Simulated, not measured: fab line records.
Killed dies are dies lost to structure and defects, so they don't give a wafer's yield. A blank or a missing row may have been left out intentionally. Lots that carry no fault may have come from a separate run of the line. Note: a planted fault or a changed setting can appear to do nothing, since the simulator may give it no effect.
What tool caused it? + flow n5_finfet + 6 lots with 16 wafers sampled at 8 steps, on a route of 1938 steps

== WHAT THE GAUGES SHOWED, per wafer ==
N5_BEOL_M10_OCD_MEAS_38. Usual: trench_depth_nm reads 149.2 nm (standard deviation 2).
| lot  | measured     | on     | trench_depth_nm (nm) | flag |
|------|--------------|--------|----------------------|------|
| L614 | day 11 01:19 | ocd-01 | 151.8 147.3 151.7    |      |
| L617 | day 11 15:13 | ocd-01 | 147.9 148.1 148.3    |      |
| L626 | day 13 12:07 | ocd-02 | 148.2 128.5          | OFF  |
| L629 | day 14 19:13 | ocd-02 | 147.2 129.1          | OFF  |
| L631 | day 15 14:41 | ocd-02 | 146.1 149.9 149.5    |      |
| L636 | day 17 01:38 | ocd-02 | 152.3 146.3 151.5    |      |

N5_BEOL_M10_THK_MEAS_53: measures by xrf. Usual: M10_THK gives 140.2 nm (standard deviation 2.4).
| lot  | measured     | on            | M10_THK (nm)      | flag |
|------|--------------|---------------|-------------------|------|
| L614 | day 11 03:20 | film_metro-01 | 142.2 137.2 142.2 |      |
| L617 | day 11 21:34 | film_metro-02 | 137.8 139.9 140.5 |      |
| L626 | day 13 14:40 | film_metro-01 | 137.9 118.4       | OFF  |
| L629 | day 15 00:41 | film_metro-01 | 138.0 120.2       | OFF  |
| L631 | day 15 17:17 | film_metro-02 | 135.5 140.8 142.2 |      |
| L636 | day 17 04:41 | film_metro-02 | 145.0 137.7 145.0 |      |

N5_BEOL_M10_RS_MEAS_57: measurement is done with a four-point probe. Usual: M10_RS gives 0.1502 ohm/sq (standard deviation 0.0028).
| lot  | measured     | on            | M10_RS (ohm/sq)      | flag |
|------|--------------|---------------|----------------------|------|
| L614 | day 11 03:28 | film_metro-02 | 0.1481 0.1538 0.1482 |      |
| L617 | day 11 21:43 | film_metro-01 | 0.1540 0.1509 0.1505 |      |
| L626 | day 13 14:47 | film_metro-01 | 0.1526 0.1792        | OFF  |
| L629 | day 15 00:49 | film_metro-02 | 0.1525 0.1784        | OFF  |
| L631 | day 15 17:26 | film_metro-02 | 0.1551 0.1496 0.1466 |      |
| L636 | day 17 04:50 | film_metro-02 | 0.1450 0.1539 0.1453 |      |

N5_BEOL_M15_RC_MEAS_101. Usual: COMB_M11 1.48e-11 S/m, standard deviation 2.9e-12; COMB_M12 7e-12 S/m, standard deviation 1.5e-12; COMB_M13 5.5e-12 S/m, standard deviation 1.2e-12; COMB_M14 4.3e-12 S/m, standard deviation 9.2e-13; COMB_M15 3.2e-12 S/m, standard deviation 6.1e-13; COMB_M5 3.8e-11 S/m, standard deviation 8.2e-12; COMB_M6 2.6e-11 S/m, standard deviation 5.4e-12; COMB_M7 2.6e-11 S/m, standard deviation 4.9e-12; COMB_M8 2.6e-11 S/m, standard deviation 5.3e-12; COMB_M9 1.47e-11 S/m, standard deviation 2.8e-12; COMB_M9_max_site 2.1e-11 S/m, standard deviation 4.8e-12; SERP_M10 3.03 ohm/um, standard deviation 0.07; SERP_M10_max_site 3.12 ohm/um, standard deviation 0.08; SERP_M11 3.08 ohm/um, standard deviation 0.072; SERP_M11_max_site 3.16 ohm/um, standard deviation 0.082; SERP_M12 0.636 ohm/um, standard deviation 0.014; SERP_M13 0.312 ohm/um, standard deviation 0.0054; SERP_M13_max_site 0.315 ohm/um, standard deviation 0.0053; SERP_M14 0.161 ohm/um, standard deviation 0.0035; SERP_M5 39.4 ohm/um, standard deviation 1.4; SERP_M6 13.8 ohm/um, standard deviation 0.53; SERP_M7 13.9 ohm/um, standard deviation 0.58; SERP_M8 13.8 ohm/um, standard deviation 0.52; SERP_M9 3.08 ohm/um, standard deviation 0.077.
| lot  | measured     | on        | COMB_M11 (S/m)             | COMB_M12 (S/m)          | COMB_M13 (S/m)          | COMB_M14 (S/m)          | COMB_M15 (S/m)          | COMB_M5 (S/m)           | COMB_M6 (S/m)           | COMB_M7 (S/m)           | COMB_M8 (S/m)           | COMB_M9 (S/m)              | COMB_M9_max_site (S/m)  | SERP_M10 (ohm/um) | SERP_M10_max_site (ohm/um) | SERP_M11 (ohm/um) | SERP_M11_max_site (ohm/um) | SERP_M12 (ohm/um) | SERP_M13 (ohm/um) | SERP_M13_max_site (ohm/um) | SERP_M14 (ohm/um) | SERP_M5 (ohm/um) | SERP_M6 (ohm/um) | SERP_M7 (ohm/um) | SERP_M8 (ohm/um) | SERP_M9 (ohm/um) | flag |
|------|--------------|-----------|----------------------------|-------------------------|-------------------------|-------------------------|-------------------------|-------------------------|-------------------------|-------------------------|-------------------------|----------------------------|-------------------------|-------------------|----------------------------|-------------------|----------------------------|-------------------|-------------------|----------------------------|-------------------|------------------|------------------|------------------|------------------|------------------|------|
| L614 | day 12 12:53 | prober-01 | 1.22e-11 1.84e-11 8.1e-12  | 6.4e-12 4.6e-12 7.3e-12 | 4.8e-12 4.3e-12 3.6e-12 | 4e-12 3e-12 3.2e-12     | 3e-12 2.4e-12 2.2e-12   | 2.6e-11 5e-11 3.7e-11   | 2.1e-11 2.2e-11 3.4e-11 | 2.9e-11 2.9e-11 3.6e-11 | 1.8e-11 1.8e-11 2.8e-11 | 1.29e-11 1.25e-11 1.15e-11 | 2e-11 1.6e-11 1.4e-11   | 3.02 3.04 2.97    | 3.08 3.11 3.07             | 3.05 3.01 2.97    | 3.11 3.07 3.06             | 0.626 0.635 0.631 | 0.309 0.314 0.309 | 0.314 0.316 0.315          | 0.159 0.166 0.162 | 40.1 42.1 39.0   | 13.7 13.7 14.0   | 14.5 14.3 14.5   | 14.2 13.8 13.6   | 2.97 3.01 3.05   |      |
| L617 | day 13 05:48 | prober-01 | 1.89e-11 1.55e-11 2.2e-11  | 6.9e-12 8.8e-12 7.8e-12 | 4.1e-12 4.6e-12 5.6e-12 | 4.1e-12 3.5e-12 3.4e-12 | 2.3e-12 3e-12 3.2e-12   | 4.5e-11 5e-11 3.9e-11   | 2e-11 3.1e-11 2.7e-11   | 2.5e-11 2.4e-11 3.5e-11 | 2.6e-11 2.4e-11 2.5e-11 | 1.52e-11 1.33e-11 1.36e-11 | 2.4e-11 2.2e-11 1.8e-11 | 3.07 3.00 3.09    | 3.11 3.18 3.18             | 3.06 3.07 3.07    | 3.11 3.28 3.10             | 0.627 0.636 0.636 | 0.310 0.308 0.313 | 0.312 0.311 0.315          | 0.157 0.158 0.154 | 38.2 39.8 39.9   | 13.8 13.9 13.0   | 14.5 13.8 13.9   | 13.9 15.0 14.3   | 3.17 3.23 3.22   |      |
| L626 | day 14 19:46 | prober-01 | 1.45e-11 1.67e-11          | 9.1e-12 7.1e-12         | 6.9e-12 6.1e-12         | 3e-12 4.2e-12           | 3.3e-12 4.3e-12         | 3e-11 2.7e-11           | 3e-11 2e-11             | 3.2e-11 2.4e-11         | 4.1e-11 3.1e-11         | 1.54e-11 1.65e-11          | 1.9e-11 2.5e-11         | 3.07 3.53         | 3.14 3.62                  | 3.15 3.13         | 3.22 3.22                  | 0.655 0.640       | 0.321 0.306       | 0.326 0.309                | 0.155 0.165       | 39.6 39.2        | 14.0 15.5        | 14.4 14.0        | 13.9 13.4        | 3.11 3.09        | OFF  |
| L629 | day 16 15:41 | prober-01 | 1.23e-11 1.33e-11          | 6.2e-12 6.8e-12         | 4.5e-12 3.8e-12         | 3e-12 3.1e-12           | 3.7e-12 3.1e-12         | 2.8e-11 2.4e-11         | 2.8e-11 2.4e-11         | 2.6e-11 2.2e-11         | 2.4e-11 2.5e-11         | 1.41e-11 1.81e-11          | 2.5e-11 2.4e-11         | 3.08 3.58         | 3.27 3.65                  | 3.01 2.99         | 3.12 3.04                  | 0.631 0.675       | 0.315 0.304       | 0.317 0.306                | 0.163 0.154       | 40.7 41.4        | 14.0 13.9        | 13.4 13.6        | 14.8 14.7        | 3.12 3.13        | OFF  |
| L631 | day 17 03:53 | prober-02 | 1.45e-11 1.65e-11 1.2e-11  | 7.8e-12 7.8e-12 6.8e-12 | 4.5e-12 5.3e-12 5.4e-12 | 5.6e-12 5.2e-12 3e-12   | 3.8e-12 3.3e-12 3.8e-12 | 3e-11 3.7e-11 3.3e-11   | 2.7e-11 1.8e-11 3.7e-11 | 2.9e-11 2.3e-11 2.6e-11 | 2.7e-11 3.3e-11 2.1e-11 | 1.68e-11 1.42e-11 1.75e-11 | 2.5e-11 1.6e-11 2.5e-11 | 3.11 3.01 2.92    | 3.22 3.06 3.01             | 3.10 2.91 3.04    | 3.15 2.96 3.21             | 0.619 0.611 0.623 | 0.307 0.311 0.322 | 0.309 0.314 0.326          | 0.158 0.157 0.157 | 38.2 38.5 39.0   | 14.7 14.2 13.9   | 14.0 14.3 13.8   | 13.3 14.3 14.1   | 3.08 3.03 3.02   |      |
| L636 | day 18 14:25 | prober-02 | 1.17e-11 1.63e-11 1.41e-11 | 8.2e-12 7.2e-12 8e-12   | 6.7e-12 4.6e-12 5.6e-12 | 6.3e-12 5.8e-12 4.5e-12 | 3.1e-12 2.9e-12 3.7e-12 | 3.4e-11 5.3e-11 3.3e-11 | 2.6e-11 2.9e-11 1.7e-11 | 2.1e-11 2.8e-11 2.5e-11 | 2.2e-11 2.6e-11 2.3e-11 | 1.48e-11 2.11e-11 1.93e-11 | 2.2e-11 2.5e-11 2.5e-11 | 2.90 2.97 2.91    | 3.02 3.19 2.98             | 3.02 3.05 3.07    | 3.20 3.10 3.14             | 0.626 0.601 0.648 | 0.313 0.311 0.310 | 0.319 0.314 0.315          | 0.158 0.162 0.161 | 39.1 37.8 39.7   | 14.3 13.5 13.8   | 15.1 14.9 14.2   | 13.8 13.5 13.7   | 3.09 3.03 2.99   |      |

== TOOL THAT RAN EACH LOT (tool first, then ch and the chambers of the sampled wafers, then the start) ==
| lot  | N5_BEOL_M10_STRIP_67               | N5_BEOL_M10_ETCH_66                | N5_BEOL_M10_TRENCH_ETCH_37         | N5_BEOL_M10_ETCH_41                           |
|------|------------------------------------|------------------------------------|------------------------------------|-----------------------------------------------|
| L614 | rie_diel-01 ch 0,2,3, day 10 23:08 | rie_diel-05 ch 0,2, day 11 00:54   | rie_diel-05 ch 0,2, day 11 01:08   | rie_diel-05 ch 0,2, day 11 01:19 or earlier   |
| L617 | rie_diel-01 ch 0,1,3, day 11 13:08 | rie_diel-05 ch 1,3, day 11 14:49   | rie_diel-05 ch 1,3, day 11 15:02   | rie_diel-05 ch 1,3, day 11 15:13 or earlier   |
| L626 | rie_diel-01 ch 1,2, day 13 10:49   | rie_diel-05 ch 0,3, day 13 11:42   | rie_diel-05 ch 0,3, day 13 11:56   | rie_diel-05 ch 0,3, day 13 12:07 or earlier   |
| L629 | rie_diel-01 ch 2, day 14 17:40     | rie_diel-05 ch 0,1, day 14 18:48   | rie_diel-05 ch 0,1, day 14 19:02   | rie_diel-05 ch 0,1, day 14 19:13 or earlier   |
| L631 | rie_diel-01 ch 0,2, day 15 12:31   | rie_diel-01 ch 1,2, day 15 14:17   | rie_diel-01 ch 1,2, day 15 14:30   | rie_diel-01 ch 1,2, day 15 14:41 or earlier   |
| L636 | rie_diel-06 ch 2,3, day 16 20:36   | rie_diel-05 ch 1,2,3, day 17 01:13 | rie_diel-05 ch 1,2,3, day 17 01:26 | rie_diel-05 ch 1,2,3, day 17 01:38 or earlier |
- N5_BEOL_M10_STRIP_67: strips in CF4.
- N5_BEOL_M10_ETCH_66: etches SOC in N2/H2, target depth 120 nm, overetch 24 nm, time 180 s.
- N5_BEOL_M10_TRENCH_ETCH_37: etches SiCOH lowk in C4F6/O2, target depth 148.83 nm, time 48 s.
- N5_BEOL_M10_ETCH_41: etches SiCN in CH3F/O2, target depth 42.6 nm, time 86 s.

== AS READ BY THE TOOLS THEMSELVES (means over the sampled wafers that have a number; for cases with no such wafer, the mark the record gives instead) ==
N5_BEOL_M10_STRIP_67. Usual: drypump_motor_current_A 5.6 A, standard deviation 0.54; oes_product_au 0.82 a.u., standard deviation 0.088; rf_vpp_V 271.2 V, standard deviation 1.4; showerhead_plenum_p_Torr 1.79 Torr, standard deviation 0.05; throttle_valve_pct 13.47 %, standard deviation 0.3.
| lot  | tool        | drypump_motor_current_A (A) | oes_product_au (a.u.) | rf_vpp_V (V) | showerhead_plenum_p_Torr (Torr) | throttle_valve_pct (%) | flag |
|------|-------------|-----------------------------|-----------------------|--------------|---------------------------------|------------------------|------|
| L614 | rie_diel-01 | 5.5                         | 0.85                  | 270.1        | 1.77                            | 13.37                  |      |
| L617 | rie_diel-01 | 5.1                         | 0.81                  | 271.6        | 1.76                            | 13.51                  |      |
| L626 | rie_diel-01 | 5.8                         | 0.75                  | 271.0        | 1.79                            | 13.46                  |      |
| L629 | rie_diel-01 | 6.4                         | 0.77                  | 270.8        | 1.80                            | 13.30                  |      |
| L631 | rie_diel-01 | 5.9                         | 0.77                  | 270.9        | 1.78                            | 13.48                  |      |
| L636 | rie_diel-06 | 5.9                         | 0.86                  | 273.2        | 1.89                            | 13.39                  |      |

N5_BEOL_M10_ETCH_66. Usual: drypump_motor_current_A 5.7 A (standard deviation 0.51); n2_flow_sccm 200.0 sccm (standard deviation 0.56); oes_product_au 0.66 a.u. (standard deviation 0.072); rf_vpp_V 523.6 V (standard deviation 2.4); run_length_s 203.3 s (standard deviation 0.33); showerhead_plenum_p_Torr 2.54 Torr (standard deviation 0.085); throttle_valve_pct 17.76 % (standard deviation 0.27).
| lot  | tool        | drypump_motor_current_A (A) | n2_flow_sccm (sccm) | oes_product_au (a.u.) | rf_vpp_V (V) | run_length_s (s) | showerhead_plenum_p_Torr (Torr) | throttle_valve_pct (%) | flag |
|------|-------------|-----------------------------|---------------------|-----------------------|--------------|------------------|---------------------------------|------------------------|------|
| L614 | rie_diel-05 | 5.7                         | 201.0               | 0.74                  | 524.1        | 203.5            | 2.56                            | 17.52                  |      |
| L617 | rie_diel-05 | 5.9                         | 199.7               | 0.71                  | 524.0        | 203.5            | 2.53                            | 17.73                  |      |
| L626 | rie_diel-05 | 6.2                         | 199.6               | 0.61                  | 524.4        | 202.9            | 2.54                            | 17.91                  |      |
| L629 | rie_diel-05 | 5.9                         | 200.2               | 0.70                  | 522.6        | 203.1            | 2.47                            | 17.56                  |      |
| L631 | rie_diel-01 | 5.9                         | 199.8               | 0.60                  | 524.0        | 203.1            | 2.53                            | 17.53                  |      |
| L636 | rie_diel-05 | 5.8                         | 200.0               | 0.70                  | 523.8        | 203.5            | 2.55                            | 17.69                  |      |

N5_BEOL_M10_TRENCH_ETCH_37. Usual: drypump_motor_current_A 5.7 A, standard deviation 0.51; oes_product_au 0.82 a.u., standard deviation 0.091; rf_vpp_V 669 V, standard deviation 9.3; run_length_s 71.3 s, standard deviation 0.32; showerhead_plenum_p_Torr 2.85 Torr, standard deviation 0.088; throttle_valve_pct 20.89 %, standard deviation 0.28.
| lot  | tool        | drypump_motor_current_A (A) | oes_product_au (a.u.) | rf_vpp_V (V) | run_length_s (s) | showerhead_plenum_p_Torr (Torr) | throttle_valve_pct (%) | flag |
|------|-------------|-----------------------------|-----------------------|--------------|------------------|---------------------------------|------------------------|------|
| L614 | rie_diel-05 | 5.7                         | 0.92                  | 675          | 71.2             | 2.87                            | 20.58                  |      |
| L617 | rie_diel-05 | 5.9                         | 0.88                  | 669          | 71.1             | 2.85                            | 20.95                  |      |
| L626 | rie_diel-05 | 6.1                         | 0.75                  | 664          | 67.9             | 2.85                            | 21.03                  | OFF  |
| L629 | rie_diel-05 | 5.9                         | 0.85                  | 662          | 68.2             | 2.79                            | 20.73                  | OFF  |
| L631 | rie_diel-01 | 6.0                         | 0.74                  | 661          | 71.1             | 2.85                            | 20.74                  |      |
| L636 | rie_diel-05 | 5.8                         | 0.88                  | 673          | 71.3             | 2.86                            | 20.84                  |      |

N5_BEOL_M10_ETCH_41. Usual: drypump_motor_current_A 5.7 A, standard deviation 0.51; oes_product_au 0.82 a.u., standard deviation 0.091; rf_vpp_V 297.2 V, standard deviation 1.5; run_length_s 109.3 s, standard deviation 0.33; showerhead_plenum_p_Torr 2.00 Torr, standard deviation 0.064; throttle_valve_pct 16.26 %, standard deviation 0.29.
| lot  | tool        | drypump_motor_current_A (A) | oes_product_au (a.u.) | rf_vpp_V (V) | run_length_s (s) | showerhead_plenum_p_Torr (Torr) | throttle_valve_pct (%) | flag |
|------|-------------|-----------------------------|-----------------------|--------------|------------------|---------------------------------|------------------------|------|
| L614 | rie_diel-05 | 5.7                         | 0.91                  | 296.8        | 109.5            | 2.02                            | 15.93                  |      |
| L617 | rie_diel-05 | 5.9                         | 0.88                  | 296.9        | 109.2            | 2.00                            | 16.29                  |      |
| L626 | rie_diel-05 | 6.1                         | 0.76                  | 296.6        | 109.2            | 2.00                            | 16.42                  |      |
| L629 | rie_diel-05 | 5.9                         | 0.85                  | 296.4        | 109.0            | 1.95                            | 16.11                  |      |
| L631 | rie_diel-01 | 6.0                         | 0.75                  | 297.1        | 109.1            | 2.00                            | 16.16                  |      |
| L636 | rie_diel-05 | 5.8                         | 0.89                  | 297.2        | 109.4            | 2.01                            | 16.17                  |      |

== THE ANSWER, worked out from the rows above alone ==
Rule: take the mean of a lot's wafers that have a number; if it is more than 3 standard deviations from the usual mean, the lot is off. Also off: a lot with no number at a reading for which 4 or more lots have one. The other lots that the step has rows for count as sound. First the gauges in route order, then the tools' own readings, where a lot's mean is used as printed above. The first step at which some lot is off is used, and at that step the reading that is off furthest; a lot without a number counts as furthest.
Off: L626, L629 (N5_BEOL_M10_OCD_MEAS_38, trench_depth_nm).
If a tool, at a process step before that reading, ran all the lots that are off and no sound lot after the first of them, it fits. The gauges at N5_BEOL_M10_OCD_MEAS_38 aren't tried: what is off there is off at N5_BEOL_M10_THK_MEAS_53 too, on other tools, and a gauge's error can't cause that. N5_BEOL_M10_ETCH_41: start missing for some lots; hours and lot order therefore follow N5_BEOL_M10_OCD_MEAS_38. Not one of the candidates tried fits.

== WHAT THE SIMULATOR HAD INSERTED ==
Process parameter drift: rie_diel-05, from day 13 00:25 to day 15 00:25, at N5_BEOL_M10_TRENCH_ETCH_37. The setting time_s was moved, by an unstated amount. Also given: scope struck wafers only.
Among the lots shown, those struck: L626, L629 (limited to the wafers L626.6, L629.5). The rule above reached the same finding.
